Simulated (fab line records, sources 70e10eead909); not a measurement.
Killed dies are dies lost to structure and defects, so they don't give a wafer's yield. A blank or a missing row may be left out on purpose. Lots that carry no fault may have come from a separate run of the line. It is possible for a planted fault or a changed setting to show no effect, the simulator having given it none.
Which tool is to blame?	flow nand-harc	Sampling: 12 lots, 36 wafers, 5 of 1302 route steps

WHAT THE GAUGES SHOWED, per wafer
NHARC_END_SORT_01. Usual: killed-at-array 52, standard deviation 16; killed-at-other 0.8, standard deviation 0.98; killed-at-periphery 4.2, standard deviation 2.9; killed-dies 57, standard deviation 16; killed-open 3.3, standard deviation 1.9; killed-short 2.5, standard deviation 1.5.
lot	measured	on	killed-at-array	killed-at-other	killed-at-periphery	killed-dies	killed-open	killed-short	flag
L810	day 26 03:53	prober-02	46 52 24	3 0 0	4 4 2	53 56 26	5 8 2	2 2 1	
L815	day 27 01:32	prober-01	64 71 72	0 0 1	2 2 1	66 73 74	3 3 6	4 2 0	
L816	day 27 16:05	prober-01	46 58 53	0 2 1	10 4 14	56 64 68	6 2 6	2 2 2	
L825	day 31 15:01	prober-02	73 75 59	0 2 2	9 7 1	82 84 62	7 1 2	1 3 3	
L827	day 32 07:26	prober-01	36 48 58	1 1 0	7 6 4	44 55 62	1 2 2	4 2 0	
L831	day 34 03:25	prober-01	67 56 52	0 0 0	7 7 8	74 63 60	4 3 6	5 4 5	

WHICH TOOL RAN EACH LOT (tool, then ch and the chambers of the sampled wafers, then the start)
lot	NHARC_A_SLIT_DESCUM_14	NHARC_A_WL_FILL_ETCHBACK_04	NHARC_A_WL_FILL_STRIP_29	NHARC_A_WL_FILL_ETCHBACK_17
L809	rie-diel-03 ch 0,2, day 20 16:25	rie-metal-02 ch 0,1, day 21 06:58	rie-diel-05 ch 0,1,2, day 21 16:17	rie-metal-01 ch 0,1, day 21 16:26
L810	rie-diel-03 ch 0,1,2, day 20 23:19	rie-metal-01 ch 0,1, day 21 16:16	rie-diel-08 ch 0,3, day 22 04:05	rie-metal-03 ch 0,1, day 22 04:12
L812	rie-diel-12 ch 1,2,3, day 21 06:50	rie-metal-03 ch 0,1, day 21 21:08	rie-diel-01 ch 0,2,3, day 22 07:28	rie-metal-02 ch 0,1, day 22 07:35
L813	rie-diel-03 ch 1,3, day 21 07:13	rie-metal-01 ch 0,1, day 21 21:31	rie-diel-05 ch 0,1,3, day 22 07:26	rie-metal-01 ch 0,1, day 22 07:31
L815	rie-diel-02 ch 0,2, day 22 10:55	rie-metal-03 ch 0, day 23 01:08	rie-diel-08 ch 1,2, day 23 14:11	rie-metal-03 ch 0,1, day 23 14:18
L814	rie-diel-12 ch 0,1,2, day 22 11:52	rie-metal-01 ch 0,1, day 23 05:11	rie-diel-08 ch 0,2,3, day 23 13:49	rie-metal-02 ch 1, day 23 13:55
L816	rie-diel-02 ch 0,1,3, day 23 03:04	rie-metal-02 ch 0,1, day 23 17:20	rie-diel-08 ch 1,2, day 24 03:31	rie-metal-01 ch 0,1, day 24 03:37
L818	rie-diel-02 ch 1,2,3, day 23 21:59	rie-metal-02 ch 0, day 24 12:19	rie-diel-05 ch 0,1,3, day 24 23:26	rie-metal-02 ch 0,1, day 24 23:34
L825	rie-diel-12 ch 0,2,3, day 26 16:08	rie-metal-02 ch 0,1, day 27 06:40	rie-diel-01 ch 1,2, day 27 19:52	rie-metal-02 ch 0,1, day 27 19:56
L824	rie-diel-12 ch 0,2,3, day 26 19:54	rie-metal-03 ch 0,1, day 27 10:25	rie-diel-05 ch 1,2,3, day 27 21:11	rie-metal-03 ch 0,1, day 27 21:17
L827	rie-diel-02 ch 0,1,3, day 27 19:16	rie-metal-02 ch 0,1, day 28 09:35	rie-diel-08 ch 1,2,3, day 28 19:36	rie-metal-02 ch 0,1, day 28 19:41
L831	rie-diel-03 ch 0,1,2, day 29 12:29	rie-metal-01 ch 0,1, day 30 04:01	rie-diel-05 ch 1,2,3, day 30 14:41	rie-metal-02 ch 0,1, day 30 14:47
- NHARC_A_SLIT_DESCUM_14: chemistry O2, time 3 s.
- NHARC_A_WL_FILL_ETCHBACK_04: etches the open film in NF3, target depth 60 nm, time 120 s.
- NHARC_A_WL_FILL_STRIP_29: strips in O2, time 20 s.
- NHARC_A_WL_FILL_ETCHBACK_17: etches the open film in Cl2/BCl3, target depth 4 nm, time 26.7 s.

WHAT THE TOOLS THEMSELVES READ (means of the sampled wafers that have a number; where no wafer has one, the mark that the record gives instead)
NHARC_A_SLIT_DESCUM_14. Usual: drypump-motor-current-A 5.6 A, standard deviation 0.57; oes-product-au 0.998 a.u., standard deviation 0.012; rf-vpp-V 57.7 V, standard deviation 0.94; showerhead-plenum-p-Torr 1.89 Torr, standard deviation 0.092; throttle-valve-pct 11.312 %, standard deviation 0.0094.
lot	tool	drypump-motor-current-A (A)	oes-product-au (a.u.)	rf-vpp-V (V)	showerhead-plenum-p-Torr (Torr)	throttle-valve-pct (%)	flag
L809	rie-diel-03	5.8	1.000	57.8	1.87	11.311	
L810	rie-diel-03	5.7	0.999	57.4	1.85	11.312	
L812	rie-diel-12	5.9	1.000	58.5	1.93	11.315	
L813	rie-diel-03	5.1	1.017	57.7	1.81	11.310	
L815	rie-diel-02	5.7	1.000	58.3	1.93	11.316	
L814	rie-diel-12	6.2	0.995	59.0	1.96	11.313	
L816	rie-diel-02	5.2	0.988	57.4	1.89	11.317	
L818	rie-diel-02	5.1	0.995	58.0	1.83	11.313	
L825	rie-diel-12	6.2	0.996	58.3	1.98	11.317	
L824	rie-diel-12	6.2	0.998	58.1	1.98	11.305	
L827	rie-diel-02	5.2	0.995	57.4	1.89	11.314	
L831	rie-diel-03	5.8	0.988	57.6	1.84	11.313	

NHARC_A_WL_FILL_ETCHBACK_04. Usual: drypump-motor-current-A 5.6 A, standard deviation 0.31; oes-product-au 0.995 a.u., standard deviation 0.012; run-length-s 141.2 s, standard deviation 0.36.
lot	tool	drypump-motor-current-A (A)	oes-product-au (a.u.)	run-length-s (s)	flag
L809	rie-metal-02	5.8	0.999	141.2	
L810	rie-metal-01	5.3	0.999	141.2	
L812	rie-metal-03	5.6	0.984	141.3	
L813	rie-metal-01	5.1	0.992	141.1	
L815	rie-metal-03	5.5	1.000	141.0	
L814	rie-metal-01	5.2	0.998	140.9	
L816	rie-metal-02	5.9	1.001	141.2	
L818	rie-metal-02	5.7	0.997	141.6	
L825	rie-metal-02	5.9	0.997	166.7	OFF
L824	rie-metal-03	5.7	0.996	141.2	
L827	rie-metal-02	5.9	0.991	166.5	OFF
L831	rie-metal-01	5.3	1.002	141.5	

NHARC_A_WL_FILL_STRIP_29. Usual: drypump-motor-current-A 5.9 A, standard deviation 0.58; oes-product-au 0.994 a.u., standard deviation 0.014; rf-vpp-V 57.7 V, standard deviation 0.79; showerhead-plenum-p-Torr 3.53 Torr, standard deviation 0.098; throttle-valve-pct 17.036 %, standard deviation 0.0092.
lot	tool	drypump-motor-current-A (A)	oes-product-au (a.u.)	rf-vpp-V (V)	showerhead-plenum-p-Torr (Torr)	throttle-valve-pct (%)	flag
L809	rie-diel-05	6.1	1.007	58.2	3.50	17.038	
L810	rie-diel-08	6.2	1.012	57.4	3.41	17.036	
L812	rie-diel-01	5.4	0.992	58.2	3.62	17.031	
L813	rie-diel-05	5.5	0.992	58.6	3.53	17.034	
L815	rie-diel-08	6.2	0.974	57.7	3.64	17.036	
L814	rie-diel-08	6.2	0.996	57.7	3.47	17.034	
L816	rie-diel-08	6.2	0.991	57.5	3.60	17.041	
L818	rie-diel-05	5.5	0.982	57.4	3.53	17.043	
L825	rie-diel-01	5.6	0.999	57.6	3.66	17.037	
L824	rie-diel-05	5.9	0.999	57.8	3.51	17.028	
L827	rie-diel-08	6.3	0.990	57.6	3.55	17.042	
L831	rie-diel-05	5.9	0.995	57.4	3.51	17.030	

NHARC_A_WL_FILL_ETCHBACK_17. Usual: drypump-motor-current-A 5.6 A, standard deviation 0.35; oes-product-au 0.993 a.u., standard deviation 0.011; run-length-s 47.9 s, standard deviation 0.34.
lot	tool	drypump-motor-current-A (A)	oes-product-au (a.u.)	run-length-s (s)	flag
L809	rie-metal-01	5.1	0.996	48.0	
L810	rie-metal-03	5.7	0.989	47.8	
L812	rie-metal-02	5.8	0.997	47.8	
L813	rie-metal-01	5.3	0.997	47.8	
L815	rie-metal-03	5.7	1.004	48.0	
L814	rie-metal-02	6.0	0.994	47.7	
L816	rie-metal-01	5.1	0.988	47.9	
L818	rie-metal-02	5.8	0.997	48.1	
L825	rie-metal-02	5.9	1.000	47.5	
L824	rie-metal-03	5.6	0.994	47.8	
L827	rie-metal-02	5.8	0.985	47.9	
L831	rie-metal-02	5.9	0.984	47.7	

THE ANSWER, worked out from the rows above alone
Rule: take the mean of a lot's wafers that have a number; if it is more than 3 standard deviations from the usual mean, the lot is off. Also off: a lot with no number at a reading for which 4 or more lots have one. All remaining lots with rows at the step are treated as sound. The gauges are gone through in route order, then the tools' own readings, and for those a lot's mean is taken as printed above. The first step at which some lot is off is used, and at that step the reading that is off furthest; a lot without a number counts as furthest.
Off at NHARC_A_WL_FILL_ETCHBACK_04 (run-length-s): L825, L827.
If a tool, at that step or one of the process steps before it, ran each lot that is off and ran no sound lot following the first of them, it fits. One candidate fits, namely rie-metal-02 at NHARC_A_WL_FILL_ETCHBACK_04. A fault onset in the window from L818 (day 24 12:19, its last sound lot) to L825 (day 27 06:40, its first lot off) fits.
The tool's own readings at NHARC_A_WL_FILL_ETCHBACK_04 bear it out: on the lots that are off they differ by more than 5 times the standard deviation of the sound lots' means. run-length-s reads 166.6 s there against 141.2 s on the sound lots.

WHAT HAD BEEN PUT IN BY THE SIMULATOR
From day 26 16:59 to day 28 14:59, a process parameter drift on rie-metal-02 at NHARC_A_WL_FILL_ETCHBACK_04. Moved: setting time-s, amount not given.
Shown lots that were struck: L825, L827. Same finding as the rule above.
